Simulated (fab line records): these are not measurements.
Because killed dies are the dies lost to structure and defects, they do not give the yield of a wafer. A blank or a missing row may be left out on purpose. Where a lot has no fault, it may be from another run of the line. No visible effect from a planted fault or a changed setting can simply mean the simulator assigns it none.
fab line records    flow n5_finfet
record lots=6  wafers=18  last_day=16
route steps=1938 shown BEOL_M5@1162 PASSIVATION@1936
lots that met no fault: taken from a fault-free run of the same line
start_h: hours from the record's first day to the start of the lot's first wafer shown    wait_h: time in hours since the lot's previous step    " same as the row above    L1.1+2: one row covering several wafers at once    - no value, or no start was given    * or withheld: withheld    < > ~ a bound
route shown NAME@n: a module of which the file shows steps, and the number in the route of the first    usual: mean/standard deviation taken from wafers without a fault    same: alike in all rows    chamber/n: place in a boat    sites: readings site by site    _std_site: standard deviation of those values    _edge_site: inner sites' mean taken away from outer sites' mean    radius_mm: how far each site lies from the wafer's centre    mask NAME#n: copy n    behind: the last tool/chamber to shape the wafer    hold: the reason the lot was held/the length of the hold in hours/how it ended    device: which transistor (n, p or np) failed to switch    end of line: the tests these same wafers got at the end of their route    a step given without rows: its recipe and nothing more    killed: not the wafer's yield, but the dies lost to structure and defects at the first sort    map: shows each die of a wafer: x if killed, . if not, _ if none is there
set.NAME: the setting as run; set.NAME@STEP: as run at that earlier step    model.NAME: the simulator's own value behind a step, which no gauge read
lots at selected steps of the route; one table per step, one row per wafer
services: from which hour (start_h, from the record's first day; less than 0 if before it) a tool's chamber was out of use, for how many hours, and why
## steps
# step N5_BEOL_M5_STRIP_91
# recipe chemistry=N2/H2  time_s=10  power_w=450  temp_c=40  pressure_mtorr=20  rf_frequency_hz=6e+07  bias_power_w=7  n2_flow_sccm=200  h2_flow_sccm=200
# usual drypump_motor_current_A=5.4/0.5  oes_product_au=0.81/0.098  rf_vpp_V=59.3/0.93  showerhead_plenum_p_Torr=2.56/0.088  throttle_valve_pct=23.55/0.28
lot.wafer  tool         chamber  start_h  wait_h  drypump_motor_current_A  oes_product_au  rf_hours_counter_h  rf_vpp_V  showerhead_plenum_p_Torr  throttle_valve_pct
L368.1     rie_diel-04  2        -        -       4.7                      0.90            32                  59.3      2.71                      23.61
L368.2     "            3        "        "       5.9                      0.69            222                 59.8      2.40                      23.77
L368.4     "            1        "        "       5.1                      0.99            3                   57.8      2.61                      23.43
L367.2     rie_diel-02  2        -        -       5.1                      0.71            216                 58.2      2.53                      23.64
L367.3     "            3        "        "       4.9                      0.85            52                  58.9      2.48                      23.89
L367.6     "            1        "        "       5.6                      0.73            -                   59.4      2.61                      23.45
L369.3     rie_diel-01  3        -        -       5.7                      0.70            203                 59.2      2.61                      23.32
L369.4     "            0        "        "       5.3                      0.82            87                  59.0      2.67                      23.61
L369.6     "            2        "        "       5.4                      0.70            -                   59.3      2.54                      23.95
L378.3     rie_diel-04  0        -        -       5.4                      0.88            42                  59.8      2.47                      23.43
L378.4     "            2        "        "       4.7                      0.86            51                  58.6      2.70                      23.63
L378.5     "            1        "        "       5.1                      0.94            -                   59.1      2.60                      23.41
L379.3     rie_diel-04  2        -        -       4.7                      0.86            52                  58.3      2.70                      23.64
L379.5     "            2        "        "       4.7                      0.86            -                   60.1      2.70                      23.62
L379.6     "            3        "        "       5.9                      0.68            -                   58.3      2.39                      23.82
L382.3     rie_diel-01  1        -        -       6.0                      0.91            35                  58.8      2.46                      22.80
L382.4     "            3        "        "       5.7                      0.68            229                 60.3      2.60                      23.36
L382.5     "            3        "        "       5.7                      0.68            -                   57.7      2.60                      23.36
# step N5_BEOL_M5_OCD_MEAS_38
# usual trench_depth_nm=72.0/1.5
lot.wafer  tool    chamber  start_h  wait_h  trench_depth_nm
L368.1     ocd-01  -        206.01   -       74.3
L368.2     "       -        "        "       71.1
L368.4     "       -        "        "       73.3
L367.2     ocd-02  -        209.66   -       70.2
L367.3     "       -        "        "       72.1
L367.6     "       -        "        "       72.7
L369.3     ocd-01  -        210.15   -       71.9
L369.4     "       -        "        "       73.4
L369.6     "       -        "        "       70.0
L378.3     ocd-01  -        269.84   -       72.0
L378.4     "       -        "        "       73.0
L378.5     "       -        "        "       73.5
L379.3     ocd-02  -        273.01   -       74.2
L379.5     "       -        "        "       73.2
L379.6     "       -        "        "       70.3
L382.3     ocd-02  -        295.53   -       74.7
L382.4     "       -        "        "       70.7
L382.5     "       -        "        "       71.3
# step N5_BEOL_M5_HM_STRIP_39
# recipe chemistry=peroxide_tin_strip  material=TiN  target_depth_a=250  temp_c=50  time_s=158
# step N5_BEOL_M5_SRD_40
# recipe time_s=30  temp_c=23  rinse_liquid=diw  dry=ipa_marangoni
# step N5_BEOL_M5_PRECLEAN_42
# recipe chemistry=residue_remover  time_s=60  temp_c=40
# step N5_BEOL_M5_SRD_43
# recipe time_s=30  temp_c=23  rinse_liquid=diw  dry=ipa_marangoni
# step N5_BEOL_M5_CD_MEAS_35
# recipe target_cd_nm=28  target_cd_y_nm=24  polarity=opening
# usual cd_nm=28.0/0.38
lot.wafer  tool       chamber  start_h  wait_h  cd_nm
L368.1     cd_sem-01  -        206.16   0.0     28.4
L368.2     "          -        "        "       27.9
L368.4     "          -        "        "       28.3
L367.2     cd_sem-03  -        209.81   0.0     27.8
L367.3     "          -        "        "       28.1
L367.6     "          -        "        "       28.1
L369.3     cd_sem-03  -        210.30   0.0     27.4
L369.4     "          -        "        "       27.5
L369.6     "          -        "        "       27.4
L378.3     cd_sem-01  -        270.00   0.0     28.2
L378.4     "          -        "        "       28.6
L378.5     "          -        "        "       28.1
L379.3     cd_sem-01  -        273.16   0.0     27.5
L379.5     "          -        "        "       28.3
L379.6     "          -        "        "       27.9
L382.3     cd_sem-03  -        295.69   0.0     27.9
L382.4     "          -        "        "       28.1
L382.5     "          -        "        "       28.2
# step N5_BEOL_M5_CURE_80
# recipe temp_c=370  time_s=120  ambient=DMADMS/He  material=SiCOH_lowk
# step N5_BEOL_M5_DEGAS_44
# recipe ambient=vacuum  temp_c=250  time_s=60
# usual heater_power_w=354/51
lot.wafer  tool            chamber  start_h  wait_h  heater_power_w
L368.1     pvd_sputter-02  -        206.52   0.3     370
L368.2     "               -        "        "       461
L368.4     "               -        "        "       356
L367.2     pvd_sputter-02  -        210.62   0.7     309
L367.3     "               -        "        "       357
L367.6     "               -        "        "       366
L369.3     pvd_sputter-01  -        210.84   0.3     408
L369.4     "               -        "        "       336
L369.6     "               -        "        "       340
L378.3     pvd_sputter-01  -        272.52   2.2     412
L378.4     "               -        "        "       424
L378.5     "               -        "        "       339
L379.3     pvd_sputter-03  -        274.18   0.8     303
L379.5     "               -        "        "       284
L379.6     "               -        "        "       312
L382.3     pvd_sputter-03  -        296.05   0.2     394
L382.4     "               -        "        "       312
L382.5     "               -        "        "       315
# step N5_BEOL_M5_PRE_CLEAN_45
# recipe gas=H2/He  time_s=30  temp_c=250
# usual heater_power_w=355/51
lot.wafer  tool            chamber  start_h  wait_h  heater_power_w
L368.1     pvd_sputter-02  -        206.56   0.0     368
L368.2     "               -        "        "       467
L368.4     "               -        "        "       363
L367.2     pvd_sputter-02  -        210.66   0.0     308
L367.3     "               -        "        "       354
L367.6     "               -        "        "       368
L369.3     pvd_sputter-01  -        210.88   0.0     423
L369.4     "               -        "        "       335
L369.6     "               -        "        "       342
L378.3     pvd_sputter-01  -        272.56   0.0     413
L378.4     "               -        "        "       425
L378.5     "               -        "        "       337
L379.3     pvd_sputter-03  -        274.22   0.0     313
L379.5     "               -        "        "       273
L379.6     "               -        "        "       310
L382.3     pvd_sputter-03  -        296.09   0.0     394
L382.4     "               -        "        "       310
L382.5     "               -        "        "       323
# step N5_BEOL_M5_ALD_86
# recipe material=TaN  target_thk_a=*  temp_c=275  ald_precursor_family=PDMAT  ald_co_reactant=NH3  pressure_torr=3  carrier_flow_sccm=1500  pulse_time_s=2  purge_time_s=3  co_reactant_purge_time_s=2  co_reactant_pulse_time_s=3  ald_cycles=30  precursor_vessel_temp_c=75  precursor_vessel_pressure_torr=26.25  precursor_vessel_carrier_sccm=1000
# usual heater_power_w=392/34  precursor_vessel_pressure_torr=26.25/0.059
lot.wafer  tool          chamber  start_h  wait_h  heater_power_w  precursor_vessel_pressure_torr
L368.1     ald_metal-01  2        206.85   0.3     355             26.27
L368.2     "             3        "        "       340             26.20
L368.4     "             1        "        "       439             26.22
L367.2     ald_metal-04  2        210.76   0.1     364             26.29
L367.3     "             0        "        "       401             26.15
L367.6     "             0        "        "       397             26.17
L369.3     ald_metal-01  1        210.94   0.0     440             26.34
L369.4     "             3        "        "       352             26.34
L369.6     "             1        "        "       435             26.36
L378.3     ald_metal-02  2        272.62   0.0     387             26.27
L378.4     "             0        "        "       412             26.29
L378.5     "             1        "        "       423             26.19
L379.3     ald_metal-04  1        274.51   0.3     413             26.27
L379.5     "             1        "        "       414             26.22
L379.6     "             0        "        "       406             26.30
L382.3     ald_metal-02  3        296.15   0.0     355             26.23
L382.4     "             2        "        "       401             26.27
L382.5     "             3        "        "       357             26.25
# step N5_BEOL_M5_SURFACE_TREAT_87
# recipe gas=Ar  time_s=*  ion_energy_ev=*  ion_current_ma_cm2=0.5  pressure_mtorr=*  ar_flow_sccm=30
# usual throttle_valve_pct=*
lot.wafer  tool            chamber  start_h  wait_h  throttle_valve_pct
L368.1     pvd_sputter-03  -        208.69   1.7     *
L368.2     "               -        "        "       *
L368.4     "               -        "        "       *
L367.2     pvd_sputter-02  -        211.08   0.2     *
L367.3     "               -        "        "       *
L367.6     "               -        "        "       *
L369.3     pvd_sputter-02  -        211.20   0.2     *
L369.4     "               -        "        "       *
L369.6     "               -        "        "       *
L378.3     pvd_sputter-03  -        272.86   0.1     *
L378.4     "               -        "        "       *
L378.5     "               -        "        "       *
L379.3     pvd_sputter-03  -        274.78   0.2     *
L379.5     "               -        "        "       *
L379.6     "               -        "        "       *
L382.3     pvd_sputter-02  -        296.37   0.1     *
L382.4     "               -        "        "       *
L382.5     "               -        "        "       *
# step N5_BEOL_M5_CVD_47
# recipe material=Co  target_thk_a=30  temp_c=withheld  precursor=CCTBA/H2  pressure_torr=30  time_s=216
# usual run_length_s=238.8/0.4
lot.wafer  tool       chamber  start_h  wait_h  run_length_s
L368.1     cvd_co-02  1        208.77   0.1     232.7
L368.2     "          0        "        "       232.1
L368.4     "          1        "        "       232.8
L367.2     cvd_co-02  2        211.16   0.1     232.1
L367.3     "          0        "        "       232.6
L367.6     "          2        "        "       232.7
L369.3     cvd_co-01  0        211.28   0.1     238.6
L369.4     "          1        "        "       238.8
L369.6     "          0        "        "       238.5
L378.3     cvd_co-01  2        272.92   0.0     238.5
L378.4     "          1        "        "       238.6
L378.5     "          0        "        "       238.7
L379.3     cvd_co-01  2        274.86   0.1     239.3
L379.5     "          2        "        "       238.6
L379.6     "          1        "        "       239.3
L382.3     cvd_co-02  1        296.43   0.0     239.7
L382.4     "          1        "        "       239.2
L382.5     "          0        "        "       238.7
# step N5_BEOL_M5_SPUTTER_48
# recipe material=Cu  target_thk_a=150  temp_c=-20  chamber_pressure_pa=0.07  power_w=withheld  time_s=27.62
# step N5_PASSIVATION_PROBE_49
# usual defect_limited_yield=91.3/1.5  killed_at_M0_to_M3=34/11  killed_at_M4_up=14/6.1  killed_at_contacts=12/5.9  killed_at_front_end=39/11  killed_at_other=4/3.3  killed_dies=102/18  killed_open=67/13  killed_short=33/7.9  sort_bin_5_function=5.1/1  sort_bin_6_memory=3.3/0.7  sort_bin_8_speed=0.1/0.69  sort_n_pass=1077/19  sort_yield_pct=91.3/1.6
# same gross_dies=1180  killed_at_back_side=0  sort_bin_4_leakage[%]=0
lot.wafer  tool       chamber  start_h  wait_h  defect_limited_yield[%]  killed_at_M0_to_M3  killed_at_M4_up  killed_at_contacts  killed_at_front_end  killed_at_other  killed_dies  killed_open  killed_short  sort_bin_5_function[%]  sort_bin_6_memory[%]  sort_bin_8_speed[%]  sort_n_pass  sort_yield_pct[%]
L368.1     prober-01  -        298.42   0.0     91.5                     27                  22               7                   40                   4                100          71           27            4.3                     3.8                   0                    1080         91.5
L368.2     prober-01  -        298.47   0.1     92.2                     12                  17               10                  51                   2                92           67           21            4.1                     3.1                   0                    1088         92.2
L368.4     prober-01  -        298.57   0.2     89.8                     21                  25               11                  61                   2                120          82           37            5.9                     3.8                   0                    1060         89.8
L367.2     prober-02  -        299.35   0.1     91.8                     35                  10               11                  34                   7                97           66           31            5.2                     2.7                   0                    1083         91.8
L367.3     prober-02  -        299.40   0.1     89.7                     47                  15               7                   53                   0                122          68           52            5.2                     4.7                   0                    1058         89.7
L367.6     prober-02  -        299.55   0.3     89.3                     54                  9                17                  43                   3                126          82           43            6.2                     4.2                   0                    1054         89.3
L379.3     prober-02  -        373.53   0.1     93.9                     25                  12               4                   25                   6                72           47           24            3.5                     2.5                   0                    1108         93.9
L379.5     prober-02  -        373.63   0.2     93.6                     21                  12               7                   34                   1                75           44           27            4.2                     1.9                   0                    1105         93.6
L379.6     prober-02  -        373.68   0.3     91.9                     36                  12               9                   37                   2                96           55           37            4.9                     2.5                   0                    1084         91.9
L382.3     prober-01  -        386.77   0.1     92.3                     31                  12               13                  35                   0                91           58           29            5.4                     2.1                   0                    1089         92.3
L382.4     prober-01  -        386.82   0.2     92.5                     27                  11               13                  35                   2                88           53           33            3.7                     3.5                   0                    1092         92.5
L382.5     prober-01  -        386.87   0.2     93.5                     31                  7                8                   29                   2                77           49           26            4.3                     1.9                   0                    1103         93.5
# killed by level:class
L368.1 BEOL_M3:geometric_particle:open=11 FIN_SAQP:geometric_particle:open=10 STI_FIN_REVEAL:geometric_particle:open=8 BEOL_M1:geometric_particle:open=8 FIN_SAQP:geometric_particle:short=7 MOL_CONTACT_COAG:geometric_particle:open=6 STI_FIN_REVEAL:geometric_particle:short=5 BEOL_M2:geometric_particle:open=5
L368.2 FIN_SAQP:geometric_particle:open=21 MOL_CONTACT_COAG:geometric_particle:open=9 STI_FIN_REVEAL:geometric_particle:open=7 FIN_SAQP:geometric_particle:short=5 BEOL_M1:geometric_particle:open=5 BEOL_M4:geometric_particle:open=5 HKMG_FIN:area_etch=4 STI_FIN_REVEAL:geometric_particle:short=3
L368.4 STI_FIN_REVEAL:geometric_particle:open=19 FIN_SAQP:geometric_particle:open=16 MOL_CONTACT_COAG:geometric_particle:open=10 BEOL_M4:geometric_particle:open=9 FIN_SAQP:geometric_particle:short=8 BEOL_M1:geometric_particle:open=8 BEOL_M5:geometric_particle:open=5 STI_FIN_REVEAL:geometric_particle:short=4
L367.2 BEOL_M2:geometric_particle:open=16 BEOL_M3:geometric_particle:open=10 GATE_CUT:geometric_particle:short=9 MOL_CONTACT_COAG:geometric_particle:open=7 GATE_CUT:geometric_particle:open=6 FIN_SAQP:geometric_particle:open=4 MOL_CONTACT_COAG:geometric_particle:short=4 DUMMY_GATE:geometric_particle:open=3
L367.3 FIN_SAQP:geometric_particle:short=16 BEOL_M3:geometric_particle:open=12 GATE_CUT:geometric_particle:open=8 FIN_SAQP:geometric_particle:open=7 GATE_CUT:geometric_particle:short=7 BEOL_M0_SAQP:geometric_particle:short=6 BEOL_M2:geometric_particle:open=6 STARTING-WAFER:geometric_particle:short=6
L367.6 BEOL_M2:geometric_particle:open=20 MOL_CONTACT_COAG:geometric_particle:open=13 FIN_SAQP:geometric_particle:short=10 FIN_SAQP:geometric_particle:open=8 BEOL_M0:geometric_particle:open=8 BEOL_M3:geometric_particle:open=8 GATE_CUT:geometric_particle:short=6 BEOL_M2:geometric_particle:short=5
L379.3 BEOL_M0_SAQP:geometric_particle:short=9 BEOL_M0_SAQP:geometric_particle:open=7 STI_FIN_REVEAL:geometric_particle:open=5 BEOL_M1:geometric_particle:open=5 STARTING-WAFER:geometric_particle:short=4 BEOL_M4:geometric_particle:open=4 GATE_CUT:geometric_particle:open=3 MOL_CONTACT_COAG:geometric_particle:open=3
L379.5 FIN_SAQP:geometric_particle:open=8 BEOL_M3:geometric_particle:open=5 MOL_CONTACT_COAG:geometric_particle:open=4 BEOL_M0_SAQP:geometric_particle:short=4 BEOL_M4:geometric_particle:open=4 STARTING-WAFER:geometric_particle:short=4 FIN_SAQP:geometric_particle:short=3 GATE_CUT:geometric_particle:short=3
L379.6 BEOL_M0_SAQP:geometric_particle:short=11 BEOL_M0_SAQP:geometric_particle:open=10 FIN_SAQP:geometric_particle:short=7 FIN_SAQP:geometric_particle:open=7 MOL_CONTACT_COAG:geometric_particle:open=7 BEOL_M3:geometric_particle:open=6 STARTING-WAFER:geometric_particle:open=4 HKMG_FIN:area_etch=4
L382.3 STI_FIN_REVEAL:geometric_particle:open=11 BEOL_M0_SAQP:geometric_particle:short=10 FIN_SAQP:geometric_particle:open=8 BEOL_M0_SAQP:geometric_particle:open=8 MOL_CONTACT_COAG:geometric_particle:open=7 BEOL_M1:geometric_particle:open=5 GATE_CUT:geometric_particle:short=5 MOL_CONTACT_COAG:geometric_particle:short=4
L382.4 MOL_CONTACT_COAG:geometric_particle:open=10 BEOL_M0_SAQP:geometric_particle:short=8 BEOL_M0_SAQP:geometric_particle:open=6 STARTING-WAFER:geometric_particle:open=6 FIN_SAQP:geometric_particle:open=5 DUMMY_GATE:geometric_particle:open=4 GATE_CUT:geometric_particle:short=4 BEOL_M3:geometric_particle:open=4
L382.5 BEOL_M1:geometric_particle:open=8 BEOL_M0_SAQP:geometric_particle:open=7 GATE_CUT:geometric_particle:short=5 GATE_CUT:geometric_particle:open=5 MOL_CONTACT_COAG:geometric_particle:open=5 FIN_SAQP:geometric_particle:short=4 BEOL_M0_SAQP:geometric_particle:short=4 FIN_SAQP:geometric_particle:open=3
## services
tool            chamber  start_h  hours  kind
rie_diel-02     0        185.57   -      clean
rie_diel-02     0        185.57   -      consumable_replace:focus_ring
rie_diel-02     0        185.57   15.5   scheduled_down
rie_diel-02     0        185.57   15.5   vent_cycle
rie_diel-01     1        187.31   5.4    repair
ald_metal-04    1        211.16   6.9    repair
cvd_co-01       -        212.47   5.0    repair
rie_diel-02     0        227.10   2.8    repair
rie_diel-02     1        264.14   12.0   repair
ald_metal-02    3        271.11   12.5   repair
pvd_sputter-01  -        290.79   0.8    repair
pvd_sputter-01  -        294.87   7.9    repair
ald_metal-01    -        294.99   2.7    repair
## key
first_sign step=N5_BEOL_M5_CVD_47  reading=run_length_s  direction=down  sigmas=16  usual=*  struck=*
effect none on later readings
met_at N5_BEOL_M5_CVD_47
struck_wafers L367.2,L367.3,L367.6,L368.1,L368.2,L368.4
fault kind=process_parameter_drift  tool=cvd_co-02  chamber=-  onset_h=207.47  steps=N5_BEOL_M5_CVD_47  channel=time_s  offset=*  shape=step  end_h=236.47  acts_in=*  stated=*
